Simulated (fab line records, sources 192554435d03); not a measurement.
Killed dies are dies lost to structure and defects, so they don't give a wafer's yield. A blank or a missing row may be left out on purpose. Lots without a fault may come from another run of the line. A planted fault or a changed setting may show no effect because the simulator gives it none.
Split-lot experiment | flow n5_finfet | 7 lots, 21 wafers read, on a route of 1938 steps

THE SPLIT
At N5_BEOL_M1_VIA_ETCH_34 (etches the open film in C4F6/O2, target depth 67.8 nm, time 64.4 s), the setting time_s was moved away from the recipe's 64.4 s on 5 of the 21 wafers read, by -15.9% to +20.5%. The other wafers ran this setting at the recipe's value.

The reading is taken at the split's own step.

THE READING
SOC_of_BEOL_M1_COAT_67.thk_nm (the simulator's own value, which no gauge read), in nm, at N5_BEOL_M1_VIA_ETCH_34 (etches the open film in C4F6/O2, target depth 67.8 nm, time 64.4 s). The file gives no usual value for it. The 16 wafers here that ran the recipe average 52.1 nm, standard deviation 0.2 nm.

wafer  | tool, chamber at the split | time_s as run, s | against the recipe | SOC_of_BEOL_M1_COAT_67.thk_nm, nm | against lot-mates on the recipe
L075.1 | rie_diel-05, 1             | 64.4             | recipe             | 52.2                              | -
L075.3 | rie_diel-05, 3             | 64.4             | recipe             | 52                                | -
L075.6 | rie_diel-05, 0             | 64.4             | recipe             | 52.2                              | -
L081.2 | rie_diel-03, 1             | 64.4             | recipe             | 52.4                              | -
L081.5 | rie_diel-03, 0             | 77.63            | +20.5%             | 50.6                              | -1.7
L081.6 | rie_diel-03, 3             | 64.4             | recipe             | 52.2                              | -
L083.1 | rie_diel-01, 1             | 64.4             | recipe             | 52                                | -
L083.3 | rie_diel-01, 0             | 64.4             | recipe             | 52                                | -
L083.4 | rie_diel-01, 1             | 64.4             | recipe             | 51.8                              | -
L086.2 | rie_diel-03, 3             | 64.4             | recipe             | 52.2                              | -
L086.4 | rie_diel-03, 1             | 64.4             | recipe             | 52.4                              | -
L086.6 | rie_diel-03, 0             | 54.16            | -15.9%             | 53.4                              | +1.1
L088.1 | rie_diel-01, 2             | 75.74            | +17.6%             | 50.6                              | no lot-mate on the recipe
L088.3 | rie_diel-01, 3             | 75.74            | +17.6%             | 50.6                              | no lot-mate on the recipe
L088.6 | rie_diel-01, 2             | 75.74            | +17.6%             | 50.8                              | no lot-mate on the recipe
L093.1 | rie_diel-05, 3             | 64.4             | recipe             | 52.4                              | -
L093.2 | rie_diel-05, 2             | 64.4             | recipe             | 51.8                              | -
L093.4 | rie_diel-05, 0             | 64.4             | recipe             | 52                                | -
L095.2 | rie_diel-01, 3             | 64.4             | recipe             | 51.8                              | -
L095.4 | rie_diel-01, 1             | 64.4             | recipe             | 52                                | -
L095.6 | rie_diel-01, 3             | 64.4             | recipe             | 52                                | -

THE FIT
A straight line over all 21 wafers: SOC_of_BEOL_M1_COAT_67.thk_nm changes by -0.079 nm for each +1% of time_s; r = -0.96; the points scatter about the line by 0.19 nm.
The same after taking each lot's own level away (the mean of its wafers on the recipe; 18 wafers): -0.0776 nm for each +1%; r = -0.96; scatter 0.14 nm.
On that fit, the largest move of time_s shifts the reading by 1.6 nm.
The lots' own levels span 51.93 to 52.30 nm, that is 1.8 times the standard deviation above.
So the lot-to-lot level changes the slope little: the two slopes agree.
Check: with one of the wafers moved furthest among these (+20.5%) left out of the fit, the line predicts -1.42 nm for it against its lot-mates. It came out at -1.7 nm against them.

OTHER SPLITS ON THESE WAFERS
These wafers also went through other splits before the reading. Each is held against what the fit with the lots' levels taken away leaves over:
other split on the same wafers               | wafers away from the commonest value | r with SOC_of_BEOL_M1_COAT_67.thk_nm (lot level and that fit taken away)
N5_GATE_CUT_DESCUM_18 time_s                 | 12                                   | -0.23
N5_MOL_CONTACT_COAG_ETCH_105 bias_w          | 6                                    | +0.36
N5_MOL_CONTACT_COAG_CONTACT_ETCH_14 source_w | 8                                    | +0.12
N5_MOL_CONTACT_COAG_EXPOSE_37 dose_mj        | 8                                    | +0.07
N5_MOL_CONTACT_COAG_ALD_133 ald_cycles       | 4                                    | -0.32
N5_BEOL_M0_SAQP_MANDREL_ETCH_20 icp_w        | 5                                    | -0.20

THE WHOLE CHAIN: every reading that the file lists as answering this split, in the file's order
step                   | what it does                                                       | reading                                                                        | change (the file's fit)                | r (the file's)
N5_BEOL_M1_VIA_ETCH_34 | etches the open film in C4F6/O2, target depth 67.8 nm, time 64.4 s | etch.depth_nm (the simulator's own value, which no gauge read)                 | +0.704 nm for each +1% of the setting  | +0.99
N5_BEOL_M1_VIA_ETCH_34 | etches the open film in C4F6/O2, target depth 67.8 nm, time 64.4 s | SOC_of_BEOL_M1_COAT_67.thk_nm (the simulator's own value, which no gauge read) | -0.0777 nm for each +1% of the setting | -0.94

THE FILE'S OWN FIT
SOC_of_BEOL_M1_COAT_67.thk_nm changes by -0.0777 nm for each +1% of time_s, r = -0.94.
